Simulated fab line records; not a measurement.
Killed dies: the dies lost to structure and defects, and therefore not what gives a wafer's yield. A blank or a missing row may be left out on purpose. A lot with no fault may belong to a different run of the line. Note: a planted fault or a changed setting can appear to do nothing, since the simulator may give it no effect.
Which tool is to blame? | flow nand_harc | Sampling: 12 lots, 36 wafers, 5 of 1159 route steps

## WHAT EACH GAUGE READ, for each wafer
NHARC_HYBRID_BOND_OVL_MEAS_05. Usual: overlay_x_nm 5 nm, standard deviation 32; overlay_y_nm -1 nm, standard deviation 33.
lot  | measured     | on         | overlay_x_nm (nm) | overlay_y_nm (nm) | flag
L557 | day 18 20:06 | overlay-01 | 31 -6 -38         | -53 9 -15         |
L556 | day 18 20:07 | overlay-02 | -35 86 -34        | -26 -17 -36       |
L560 | day 19 09:16 | overlay-01 | 41 -38 5          | -17 -44 43        |
L562 | day 20 08:04 | overlay-02 | 59 52 -16         | 30 -26 31         |
L561 | day 20 08:04 | overlay-01 | -24 41 0          | 34 0 -14          |
L565 | day 20 08:05 | overlay-02 | 33 64 7           | 45 -14 -21        |
L568 | day 21 11:56 | overlay-02 | 39 -6 -13         | -27 -33 3         |
L570 | day 22 18:57 | overlay-02 | -2 0 -19          | -27 -63 3         |
L572 | day 22 23:15 | overlay-02 | 15 26 14          | 16 -28 9          |
L575 | day 22 23:15 | overlay-01 | 13 42 37          | 7 -25 -24         |
L574 | day 22 23:14 | overlay-01 | 5 10 7            | 49 45 3           |
L578 | day 23 11:56 | overlay-02 | 22 24 -33         | 45 22 21          |

NHARC_END_SORT_01. Usual: killed_at_array 31, standard deviation 11; killed_at_other 0.5, standard deviation 0.78; killed_at_periphery 3.0, standard deviation 2; killed_dies 34, standard deviation 12; killed_open 3.2, standard deviation 2; killed_short 1.9, standard deviation 1.6.
lot  | measured     | on        | killed_at_array | killed_at_other | killed_at_periphery | killed_dies | killed_open | killed_short | flag
L570 | day 23 20:34 | prober-02 | 118 128 109     | 0 0 0           | 7 2 5               | 125 130 114 | 0 4 6       | 2 0 2        | OFF
L572 | day 24 05:12 | prober-02 | 138 130 103     | 0 1 0           | 3 0 1               | 141 131 104 | 1 1 4       | 2 1 3        | OFF
L574 | day 23 21:27 | prober-01 | 127 136 132     | 0 0 0           | 0 2 1               | 127 138 133 | 2 3 5       | 1 2 0        | OFF

## TOOL THAT RAN EACH LOT (tool first, then ch and the chambers of the sampled wafers, then the start)
lot  | NHARC_A_BLC_STRIP_29               | NHARC_THIN_TSV_ETCH_44             | NHARC_THIN_TSV_ETCH_59
L557 | rie_diel-08 ch 0,1,2, day 17 08:03 | rie_diel-08 ch 0,1,3, day 19 00:27 | rie_metal-03 ch 0,1, day 19 06:25
L556 | rie_diel-08 ch 1,2,3, day 17 09:41 | rie_diel-10 ch 0,2,3, day 19 01:39 | rie_metal-03 ch 0,1, day 19 07:31
L560 | rie_diel-08 ch 0,1, day 18 08:11   | rie_diel-08 ch 0,2,3, day 19 12:17 | rie_metal-01 ch 0,1, day 19 18:31
L562 | rie_diel-06 ch 2,3, day 19 02:24   | rie_diel-07 ch 0,1,3, day 20 11:16 | rie_metal-02 ch 0,1, day 20 17:04
L561 | rie_diel-02 ch 0,1,3, day 19 03:09 | rie_diel-07 ch 0,2,3, day 20 12:14 | rie_metal-03 ch 0,1, day 20 18:22
L565 | rie_diel-06 ch 0,2, day 19 10:01   | rie_diel-08 ch 0,3, day 20 13:23   | rie_metal-01 ch 0,1, day 20 19:40
L568 | rie_diel-06 ch 0,1,3, day 20 09:04 | rie_diel-10 ch 0,1, day 21 16:08   | rie_metal-03 ch 0,1, day 21 22:07
L570 | rie_diel-08 ch 0,1,3, day 21 19:58 | rie_diel-08 ch 1,2,3, day 23 00:31 | rie_metal-02 ch 0,1, day 23 06:43
L572 | rie_diel-08 ch 0,1,2, day 21 22:35 | rie_diel-07 ch 1,2,3, day 23 03:19 | rie_metal-01 ch 0,1, day 23 09:28
L575 | rie_diel-06 ch 1,2, day 22 00:58   | rie_diel-07 ch 1,3, day 23 04:41   | rie_metal-03 ch 0,1, day 23 11:31
L574 | rie_diel-08 ch 1,3, day 22 01:16   | rie_diel-08 ch 2,3, day 23 02:10   | rie_metal-01 ch 0,1, day 23 08:15
L578 | rie_diel-06 ch 0,1,3, day 22 10:08 | rie_diel-10 ch 0,3, day 23 14:50   | rie_metal-02 ch 0,1, day 23 21:58
- NHARC_A_BLC_STRIP_29: strips in CF4.
- NHARC_THIN_TSV_ETCH_44: etches the open film in CF4/O2, target depth 1594.2 nm, time 797.1 s.
- NHARC_THIN_TSV_ETCH_59: etches the open film in Cl2/BCl3, target depth 880 nm, time 138.1 s.

## AS READ BY THE TOOLS THEMSELVES (means over the sampled wafers that have a number; for cases with no such wafer, the mark the record gives instead)
NHARC_A_BLC_STRIP_29. Usual: drypump_motor_current_A 5.7 A, standard deviation 0.51; oes_product_au 0.997 a.u., standard deviation 0.012; rf_vpp_V 59.3 V, standard deviation 0.86; showerhead_plenum_p_Torr 1.77 Torr, standard deviation 0.084; throttle_valve_pct 13.285 %, standard deviation 0.009.
lot  | tool        | drypump_motor_current_A (A) | oes_product_au (a.u.) | rf_vpp_V (V) | showerhead_plenum_p_Torr (Torr) | throttle_valve_pct (%) | flag
L557 | rie_diel-08 | 5.7                         | 1.005                 | 59.5         | 1.75                            | 13.289                 |
L556 | rie_diel-08 | 5.7                         | 0.993                 | 59.6         | 1.78                            | 13.285                 |
L560 | rie_diel-08 | 5.4                         | 1.004                 | 59.2         | 1.69                            | 13.283                 |
L562 | rie_diel-06 | 5.4                         | 0.989                 | 59.8         | 1.78                            | 13.283                 |
L561 | rie_diel-02 | 5.9                         | 1.001                 | 58.5         | 1.66                            | 13.280                 |
L565 | rie_diel-06 | 5.6                         | 1.007                 | 59.9         | 1.87                            | 13.290                 |
L568 | rie_diel-06 | 5.5                         | 0.986                 | 59.2         | 1.76                            | 13.287                 |
L570 | rie_diel-08 | 5.5                         | 0.991                 | 58.3         | 1.72                            | 13.284                 |
L572 | rie_diel-08 | 5.7                         | 1.004                 | 59.3         | 1.74                            | 13.281                 |
L575 | rie_diel-06 | 6.2                         | 1.001                 | 60.1         | 1.80                            | 13.287                 |
L574 | rie_diel-08 | 5.6                         | 0.999                 | 59.6         | 1.75                            | 13.293                 |
L578 | rie_diel-06 | 5.5                         | 0.985                 | 59.0         | 1.76                            | 13.289                 |

NHARC_THIN_TSV_ETCH_44. Usual: value, then standard deviation, for each; bias_w 799.9 W / 2.3; drypump_motor_current_A 5.9 A / 0.5; o2_flow_sccm 10.00 sccm / 0.032; oes_product_au 1.002 a.u. / 0.015; rf_vpp_V 795 V / 4.8; showerhead_plenum_p_Torr 1.84 Torr / 0.077; throttle_valve_pct 16.915 % / 0.0092.
lot  | tool        | bias_w (W) | drypump_motor_current_A (A) | o2_flow_sccm (sccm) | oes_product_au (a.u.) | rf_vpp_V (V) | showerhead_plenum_p_Torr (Torr) | throttle_valve_pct (%) | flag
L557 | rie_diel-08 | 799.8      | 5.5                         | 10.00               | 0.993                 | 792          | 1.79                            | 16.908                 |
L556 | rie_diel-10 | 797.8      | 6.2                         | 10.03               | 1.012                 | 795          | 1.85                            | 16.901                 |
L560 | rie_diel-08 | 803.2      | 5.8                         | 10.00               | 0.998                 | 796          | 1.85                            | 16.919                 |
L562 | rie_diel-07 | 797.9      | 5.9                         | 10.00               | 1.007                 | 796          | 1.87                            | 16.925                 |
L561 | rie_diel-07 | 801.2      | 6.4                         | 9.98                | 0.998                 | 794          | 1.82                            | 16.909                 |
L565 | rie_diel-08 | 797.7      | 5.6                         | 9.98                | 0.993                 | 792          | 1.79                            | 16.916                 |
L568 | rie_diel-10 | 799.4      | 5.7                         | 10.01               | 1.012                 | 794          | 1.82                            | 16.909                 |
L570 | rie_diel-08 | 800.0      | 5.7                         | 9.99                | 1.002                 | 794          | 1.84                            | 16.914                 |
L572 | rie_diel-07 | 799.4      | 6.0                         | 10.03               | 1.000                 | 794          | 1.83                            | 16.915                 |
L575 | rie_diel-07 | 802.3      | 5.4                         | 9.99                | 1.003                 | 797          | 1.88                            | 16.918                 |
L574 | rie_diel-08 | 799.2      | 5.8                         | 9.99                | 1.009                 | 797          | 1.88                            | 16.913                 |
L578 | rie_diel-10 | 800.1      | 6.0                         | 10.01               | 1.007                 | 794          | 1.83                            | 16.911                 |

NHARC_THIN_TSV_ETCH_59. Usual: bias_w 100.0 W, standard deviation 0.32; drypump_motor_current_A 5.9 A, standard deviation 0.38; oes_product_au 0.998 a.u., standard deviation 0.013; throttle_valve_pct 22.264 %, standard deviation 0.0091.
lot  | tool         | bias_w (W) | drypump_motor_current_A (A) | oes_product_au (a.u.) | throttle_valve_pct (%) | flag
L557 | rie_metal-03 | 99.7       | 6.0                         | 0.995                 | 22.267                 |
L556 | rie_metal-03 | 99.9       | 5.9                         | 1.005                 | 22.274                 |
L560 | rie_metal-01 | 99.9       | 5.9                         | 0.987                 | 22.265                 |
L562 | rie_metal-02 | 99.7       | 6.3                         | 1.002                 | 22.269                 |
L561 | rie_metal-03 | 99.8       | 6.0                         | 1.007                 | 22.267                 |
L565 | rie_metal-01 | 100.1      | 5.8                         | 0.987                 | 22.272                 |
L568 | rie_metal-03 | 100.0      | 6.0                         | 0.997                 | 22.256                 |
L570 | rie_metal-02 | 99.7       | 6.3                         | 1.009                 | 22.255                 |
L572 | rie_metal-01 | 100.1      | 5.8                         | 0.992                 | 22.251                 |
L575 | rie_metal-03 | 100.0      | 5.9                         | 1.003                 | 22.267                 |
L574 | rie_metal-01 | 100.0      | 5.8                         | 0.995                 | 22.269                 |
L578 | rie_metal-02 | 100.0      | 5.8                         | 1.004                 | 22.272                 |

## THE ANSWER, worked out from the rows above alone
Rule: a lot is off if the mean of its wafers that have a number lies more than 3 standard deviations from the usual mean. A lot without any number at a reading at which 4 lots or more have one is off too. All remaining lots with rows at the step are treated as sound. The gauges are gone through in route order, then the tools' own readings, and for those a lot's mean is taken as printed above. At the first step where some lot is off, the reading lying furthest off is the one used; lots without a number count as furthest.
Off: L570, L572, L574, at NHARC_END_SORT_01 (killed_at_array). Neither off nor sound, because the step has no rows for them: L557, L556, L560, L562, L561, L565, L568, L575, L578.
A tool fits if, at a process step before that reading, it ran every lot that is off, and no sound lot after the first of them. Those tools and the gauges at NHARC_END_SORT_01 are tried in the same way. One fits: NHARC_A_BLC_STRIP_29 on rie_diel-08. It ran no sound lot before its first lot that is off in this sample, so the start can't be narrowed down.

## WHAT HAD BEEN PUT IN BY THE SIMULATOR
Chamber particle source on rie_diel-08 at NHARC_A_BLC_STRIP_29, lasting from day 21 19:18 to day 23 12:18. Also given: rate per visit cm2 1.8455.
Shown lots that were struck: L570, L574, L572. This agrees with what the rule above found.
